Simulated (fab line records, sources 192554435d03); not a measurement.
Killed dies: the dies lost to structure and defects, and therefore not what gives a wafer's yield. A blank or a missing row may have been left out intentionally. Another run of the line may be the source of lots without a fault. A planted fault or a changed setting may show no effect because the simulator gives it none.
Split-lot trial / flow n5-finfet / 39 wafers read across 7 lots, on a route 1938 steps long

## SPLIT DETAILS
At N5_BEOL_M4_DEP_57 (deposits SiCN from 3MS/NH3, target thk 8 nm, time 14 s), the setting target-thk-a was moved away from the recipe's 80 angstrom on 9 of the 39 wafers read, by +30.0% to +34.7%. The other wafers ran this setting at the recipe's value.

Reading taken at the split's own step.

## THE READING
SiCN_of_BEOL_M4_DEP_57.thk-nm (the simulator's own value, which no gauge read), in nm, at N5_BEOL_M4_DEP_57 (deposits SiCN from 3MS/NH3, target thk 8 nm, time 14 s). The file does not state a usual value for it. Across the 30 wafers here that went through the recipe, the average is 8.0 nm and the standard deviation 0.17 nm.

wafer=L076.2; tool, chamber at the split=pecvd-03, 0,2; target-thk-a as run, angstrom=80; against the recipe=recipe; SiCN_of_BEOL_M4_DEP_57.thk-nm, nm=8.2; against lot-mates on the recipe=-
wafer=L076.6; tool, chamber at the split=pecvd-03, 0,2; target-thk-a as run, angstrom=80; against the recipe=recipe; SiCN_of_BEOL_M4_DEP_57.thk-nm, nm=8.2; against lot-mates on the recipe=-
wafer=L076.5; tool, chamber at the split=pecvd-03, 0; target-thk-a as run, angstrom=80; against the recipe=recipe; SiCN_of_BEOL_M4_DEP_57.thk-nm, nm=8; against lot-mates on the recipe=-
wafer=L080.1; tool, chamber at the split=pecvd-01, 2; target-thk-a as run, angstrom=104; against the recipe=+30.0%; SiCN_of_BEOL_M4_DEP_57.thk-nm, nm=10.2; against lot-mates on the recipe=+2.1
wafer=L080.2; tool, chamber at the split=pecvd-01, 1,2; target-thk-a as run, angstrom=104; against the recipe=+30.0%; SiCN_of_BEOL_M4_DEP_57.thk-nm, nm=10.4; against lot-mates on the recipe=+2.3
wafer=L080.5; tool, chamber at the split=pecvd-01, 1,2; target-thk-a as run, angstrom=104; against the recipe=+30.0%; SiCN_of_BEOL_M4_DEP_57.thk-nm, nm=10.4; against lot-mates on the recipe=+2.3
wafer=L080.3; tool, chamber at the split=pecvd-01, 0; target-thk-a as run, angstrom=80; against the recipe=recipe; SiCN_of_BEOL_M4_DEP_57.thk-nm, nm=8; against lot-mates on the recipe=-
wafer=L080.4; tool, chamber at the split=pecvd-01, 1,0; target-thk-a as run, angstrom=80; against the recipe=recipe; SiCN_of_BEOL_M4_DEP_57.thk-nm, nm=8.2; against lot-mates on the recipe=-
wafer=L080.6; tool, chamber at the split=pecvd-01, 1,0; target-thk-a as run, angstrom=80; against the recipe=recipe; SiCN_of_BEOL_M4_DEP_57.thk-nm, nm=8.2; against lot-mates on the recipe=-
wafer=L083.1; tool, chamber at the split=pecvd-01, 2; target-thk-a as run, angstrom=80; against the recipe=recipe; SiCN_of_BEOL_M4_DEP_57.thk-nm, nm=7.8; against lot-mates on the recipe=-
wafer=L083.2; tool, chamber at the split=pecvd-01, 1,0,1,0; target-thk-a as run, angstrom=80; against the recipe=recipe; SiCN_of_BEOL_M4_DEP_57.thk-nm, nm=8.2; against lot-mates on the recipe=-
wafer=L083.3; tool, chamber at the split=pecvd-01, 1,0,1,0; target-thk-a as run, angstrom=80; against the recipe=recipe; SiCN_of_BEOL_M4_DEP_57.thk-nm, nm=8.2; against lot-mates on the recipe=-
wafer=L083.4; tool, chamber at the split=pecvd-01, 1,0,1,0; target-thk-a as run, angstrom=80; against the recipe=recipe; SiCN_of_BEOL_M4_DEP_57.thk-nm, nm=8.2; against lot-mates on the recipe=-
wafer=L083.6; tool, chamber at the split=pecvd-01, 1,0,1,0; target-thk-a as run, angstrom=80; against the recipe=recipe; SiCN_of_BEOL_M4_DEP_57.thk-nm, nm=8.2; against lot-mates on the recipe=-
wafer=L083.5; tool, chamber at the split=pecvd-01, 2; target-thk-a as run, angstrom=80; against the recipe=recipe; SiCN_of_BEOL_M4_DEP_57.thk-nm, nm=8; against lot-mates on the recipe=-
wafer=L084.1; tool, chamber at the split=pecvd-03, 2; target-thk-a as run, angstrom=107.8; against the recipe=+34.7%; SiCN_of_BEOL_M4_DEP_57.thk-nm, nm=10.4; against lot-mates on the recipe=+2.3
wafer=L084.2; tool, chamber at the split=pecvd-03, 1,2; target-thk-a as run, angstrom=80; against the recipe=recipe; SiCN_of_BEOL_M4_DEP_57.thk-nm, nm=8; against lot-mates on the recipe=-
wafer=L084.6; tool, chamber at the split=pecvd-03, 1,2; target-thk-a as run, angstrom=80; against the recipe=recipe; SiCN_of_BEOL_M4_DEP_57.thk-nm, nm=8; against lot-mates on the recipe=-
wafer=L084.3; tool, chamber at the split=pecvd-03, 1; target-thk-a as run, angstrom=107.8; against the recipe=+34.7%; SiCN_of_BEOL_M4_DEP_57.thk-nm, nm=11; against lot-mates on the recipe=+2.9
wafer=L084.4; tool, chamber at the split=pecvd-03, 2; target-thk-a as run, angstrom=107.8; against the recipe=+34.7%; SiCN_of_BEOL_M4_DEP_57.thk-nm, nm=10.8; against lot-mates on the recipe=+2.7
wafer=L084.5; tool, chamber at the split=pecvd-03, 1; target-thk-a as run, angstrom=80; against the recipe=recipe; SiCN_of_BEOL_M4_DEP_57.thk-nm, nm=8.4; against lot-mates on the recipe=-
wafer=L085.1; tool, chamber at the split=pecvd-04, 1,0,2; target-thk-a as run, angstrom=80; against the recipe=recipe; SiCN_of_BEOL_M4_DEP_57.thk-nm, nm=7.8; against lot-mates on the recipe=-
wafer=L085.2; tool, chamber at the split=pecvd-04, 1,0,2; target-thk-a as run, angstrom=80; against the recipe=recipe; SiCN_of_BEOL_M4_DEP_57.thk-nm, nm=7.8; against lot-mates on the recipe=-
wafer=L085.3; tool, chamber at the split=pecvd-04, 1,0,2; target-thk-a as run, angstrom=80; against the recipe=recipe; SiCN_of_BEOL_M4_DEP_57.thk-nm, nm=7.8; against lot-mates on the recipe=-
wafer=L085.4; tool, chamber at the split=pecvd-04, 0,1,2; target-thk-a as run, angstrom=80; against the recipe=recipe; SiCN_of_BEOL_M4_DEP_57.thk-nm, nm=8; against lot-mates on the recipe=-
wafer=L085.5; tool, chamber at the split=pecvd-04, 0,1,2; target-thk-a as run, angstrom=80; against the recipe=recipe; SiCN_of_BEOL_M4_DEP_57.thk-nm, nm=8; against lot-mates on the recipe=-
wafer=L085.6; tool, chamber at the split=pecvd-04, 0,1,2; target-thk-a as run, angstrom=80; against the recipe=recipe; SiCN_of_BEOL_M4_DEP_57.thk-nm, nm=8; against lot-mates on the recipe=-
wafer=L088.1; tool, chamber at the split=pecvd-03, 2; target-thk-a as run, angstrom=80; against the recipe=recipe; SiCN_of_BEOL_M4_DEP_57.thk-nm, nm=7.8; against lot-mates on the recipe=-
wafer=L088.2; tool, chamber at the split=pecvd-03, 1,0,0,2; target-thk-a as run, angstrom=80; against the recipe=recipe; SiCN_of_BEOL_M4_DEP_57.thk-nm, nm=8; against lot-mates on the recipe=-
wafer=L088.3; tool, chamber at the split=pecvd-03, 1,0,0,2; target-thk-a as run, angstrom=80; against the recipe=recipe; SiCN_of_BEOL_M4_DEP_57.thk-nm, nm=8; against lot-mates on the recipe=-
wafer=L088.5; tool, chamber at the split=pecvd-03, 1,0,0,2; target-thk-a as run, angstrom=80; against the recipe=recipe; SiCN_of_BEOL_M4_DEP_57.thk-nm, nm=8; against lot-mates on the recipe=-
wafer=L088.6; tool, chamber at the split=pecvd-03, 1,0,0,2; target-thk-a as run, angstrom=80; against the recipe=recipe; SiCN_of_BEOL_M4_DEP_57.thk-nm, nm=8; against lot-mates on the recipe=-
wafer=L088.4; tool, chamber at the split=pecvd-03, 1; target-thk-a as run, angstrom=80; against the recipe=recipe; SiCN_of_BEOL_M4_DEP_57.thk-nm, nm=8.4; against lot-mates on the recipe=-
wafer=L089.1; tool, chamber at the split=pecvd-03, 1; target-thk-a as run, angstrom=80; against the recipe=recipe; SiCN_of_BEOL_M4_DEP_57.thk-nm, nm=8.2; against lot-mates on the recipe=-
wafer=L089.2; tool, chamber at the split=pecvd-03, 0; target-thk-a as run, angstrom=107.2; against the recipe=+34.0%; SiCN_of_BEOL_M4_DEP_57.thk-nm, nm=10.6; against lot-mates on the recipe=+2.7
wafer=L089.3; tool, chamber at the split=pecvd-03, 2; target-thk-a as run, angstrom=80; against the recipe=recipe; SiCN_of_BEOL_M4_DEP_57.thk-nm, nm=7.8; against lot-mates on the recipe=-
wafer=L089.4; tool, chamber at the split=pecvd-03, 2; target-thk-a as run, angstrom=80; against the recipe=recipe; SiCN_of_BEOL_M4_DEP_57.thk-nm, nm=7.8; against lot-mates on the recipe=-
wafer=L089.5; tool, chamber at the split=pecvd-03, 1; target-thk-a as run, angstrom=107.2; against the recipe=+34.0%; SiCN_of_BEOL_M4_DEP_57.thk-nm, nm=11; against lot-mates on the recipe=+3.1
wafer=L089.6; tool, chamber at the split=pecvd-03, 0; target-thk-a as run, angstrom=107.2; against the recipe=+34.0%; SiCN_of_BEOL_M4_DEP_57.thk-nm, nm=10.8; against lot-mates on the recipe=+2.9
The file does not say which wafer passed through which chamber wherever a row lists several chambers: such a row stands for several wafers.

FIT RESULTS
A straight line over all 39 wafers: SiCN_of_BEOL_M4_DEP_57.thk-nm changes by +0.0785 nm for each +1% of target-thk-a; r = +0.99; the points scatter about the line by 0.18 nm.
The same after taking each lot's own level away (the mean of its wafers on the recipe; 39 wafers): +0.0778 nm for each +1%; r = +0.99; scatter 0.18 nm.
On that fit, the largest move of target-thk-a shifts the reading by 2.7 nm.
Measured against the standard deviation above, the lots' own levels, which go from 7.90 to 8.13 nm, span 1.3 times it.
Hence the lot-to-lot level has little effect on the slope; both slopes agree.
Check: for one of the wafers moved furthest among these (+34.7%), held out of the fit, the line's prediction against its lot-mates is +2.76 nm. Against them it came out at +2.27 nm.

## THE OTHER SPLITS THESE WAFERS WENT THROUGH
Note: prior to the reading, these wafers also went through further splits. Each is held against what the fit with the lots' levels taken away leaves over:
other split on the same wafers=N5_BEOL_M0_SAQP_SPACER2_ALD_26 target-thk-a; wafers away from the commonest value=12; r with SiCN_of_BEOL_M4_DEP_57.thk-nm (lot level and that fit taken away)=+0.04
other split on the same wafers=N5_BEOL_M2_HM_DEP_02 target-thk-a; wafers away from the commonest value=9; r with SiCN_of_BEOL_M4_DEP_57.thk-nm (lot level and that fit taken away)=-0.02

## THE FILE'S OWN FIT
SiCN_of_BEOL_M4_DEP_57.thk-nm changes by +0.0778 nm for each +1% of target-thk-a, r = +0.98.
